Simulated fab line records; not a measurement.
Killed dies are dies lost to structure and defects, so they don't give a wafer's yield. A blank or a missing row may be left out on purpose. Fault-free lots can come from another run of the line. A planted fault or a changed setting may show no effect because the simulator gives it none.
Split-lot trial | flow n5_finfet | 7 lots, 21 wafers read, on a route of 1938 steps

== SPLIT DETAILS ==
At N5_BEOL_M12_ILD_DEP_00 (deposits SiOC from DEMS/O2, target thk 658.92 nm, time 130.7 s), the setting time_s was moved away from the recipe's 130.7 s on 9 of the 21 wafers read, by -14.0% to -5.0%. All remaining wafers had this setting at the recipe value.

Split to reading: the file shows no intervening step.

== THE READING ==
M12_ILD_THK (nm), taken at N5_BEOL_M12_THK_MEAS_01. Typical for fault-free wafers on this fab line: 657 nm, with standard deviation 9.7 nm.

wafer  | tool, chamber at the split | time_s as run, s | against the recipe | M12_ILD_THK, nm | against lot-mates on the recipe
L076.1 | pecvd-03, 0                | 121.4            | -7.1%              | 601             | no lot-mate on the recipe
L076.4 | pecvd-03, 0                | 121.4            | -7.1%              | 614             | no lot-mate on the recipe
L076.6 | pecvd-03, 1                | 121.4            | -7.1%              | 621             | no lot-mate on the recipe
L079.1 | pecvd-04, 1                | 130.7            | recipe             | 644             | -
L079.3 | pecvd-04, 2                | 130.7            | recipe             | 642             | -
L079.6 | pecvd-04, 1                | 130.7            | recipe             | 651             | -
L080.1 | pecvd-04, 1                | 124.1            | -5.0%              | 611             | -50
L080.3 | pecvd-04, 2                | 124.1            | -5.0%              | 607             | -54
L080.4 | pecvd-04, 1                | 130.7            | recipe             | 661             | -
L082.2 | pecvd-04, 1                | 130.7            | recipe             | 643             | -
L082.3 | pecvd-04, 2                | 130.7            | recipe             | 645             | -
L082.5 | pecvd-04, 0                | 130.7            | recipe             | 663             | -
L086.2 | pecvd-04, 0                | 130.7            | recipe             | 653             | -
L086.3 | pecvd-04, 1                | 130.7            | recipe             | 642             | -
L086.5 | pecvd-04, 0                | 130.7            | recipe             | 663             | -
L089.2 | pecvd-02, 1                | 130.7            | recipe             | 659             | -
L089.4 | pecvd-02, 0                | 112.4            | -14.0%             | 574             | -85
L089.6 | pecvd-02, 2                | 112.4            | -14.0%             | 575             | -84
L090.1 | pecvd-02, 1                | 130.7            | recipe             | 658             | -
L090.5 | pecvd-02, 0                | 120.6            | -7.7%              | 611             | -47
L090.6 | pecvd-02, 1                | 120.6            | -7.7%              | 615             | -43

FIT RESULTS
A straight line over all 21 wafers: M12_ILD_THK changes by +5.58 nm for each +1% of time_s; r = +0.95; the points scatter about the line by 8.8 nm.
The same after taking each lot's own level away (the mean of its wafers on the recipe; 18 wafers): +6.22 nm for each +1%; r = +0.96; scatter 9.2 nm.
Per that fit: largest time_s move, reading shift of 87 nm.
The lots' own levels span 645.7 to 661.0 nm, that is 1.6 times the standard deviation above.
In other words, the slope is changed by the lot-to-lot level; the two fits disagree.
Check: -90.8 nm against its lot-mates is what the line predicts for one of the wafers moved furthest among these (-14.0%) when that wafer is left out of the fit. It came out at -85 nm against them.

== THE OTHER SPLITS THESE WAFERS WENT THROUGH ==
Note: prior to the reading, these wafers also went through further splits. Each is held against what the fit with the lots' levels taken away leaves over:
other split on the same wafers | wafers away from the commonest value | r with M12_ILD_THK (lot level and that fit taken away)
N5_BEOL_M11_ILD_DEP_00 time_s  | 9                                    | +0.12
N5_BEOL_M11_PECVD_70 time_s    | 6                                    | +0.40

== THE WHOLE CHAIN: every reading that the file lists as answering this split, in the file's order ==
step                    | what it does                                                   | reading                                                                             | change (the file's fit)              | r (the file's)
N5_BEOL_M12_ILD_DEP_00  | deposits SiOC from DEMS/O2, target thk 658.92 nm, time 130.7 s | SiOC_of_BEOL_M12_ILD_DEP_00.thk_nm (the simulator's own value, which no gauge read) | +6.4 nm for each +1% of the setting  | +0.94
N5_BEOL_M12_THK_MEAS_01 |                                                                | M12_ILD_THK                                                                         | +6.4 for each +1% of the setting     | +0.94
N5_BEOL_M12_VIA_ETCH_16 | etches SiOC in C4F8/O2/Ar, target depth 724.8 nm               | etch.depth_nm (the simulator's own value, which no gauge read)                      | +6.4 nm for each +1% of the setting  | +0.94
N5_BEOL_M12_VIA_ETCH_16 | etches SiOC in C4F8/O2/Ar, target depth 724.8 nm               | coat_of_BEOL_M12_COAT_04.thk_nm (the simulator's own value, which no gauge read)    | -1.92 nm for each +1% of the setting | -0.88
N5_BEOL_M12_STRIP_63    | strips in N2/H2                                                | strip_time_to_endpoint_s                                                            | withheld for each +1% of the setting | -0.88
N5_BEOL_M12_ETCH_38     | etches SiCN in CF4/N2, target depth 68.7 nm, time 73.4 s       | SiOC_of_BEOL_M12_ILD_DEP_00.thk_nm (the simulator's own value, which no gauge read) | +6.56 nm for each +1% of the setting | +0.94

== THE FILE'S OWN FIT ==
M12_ILD_THK changes by +6.4 nm for each +1% of time_s, r = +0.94.
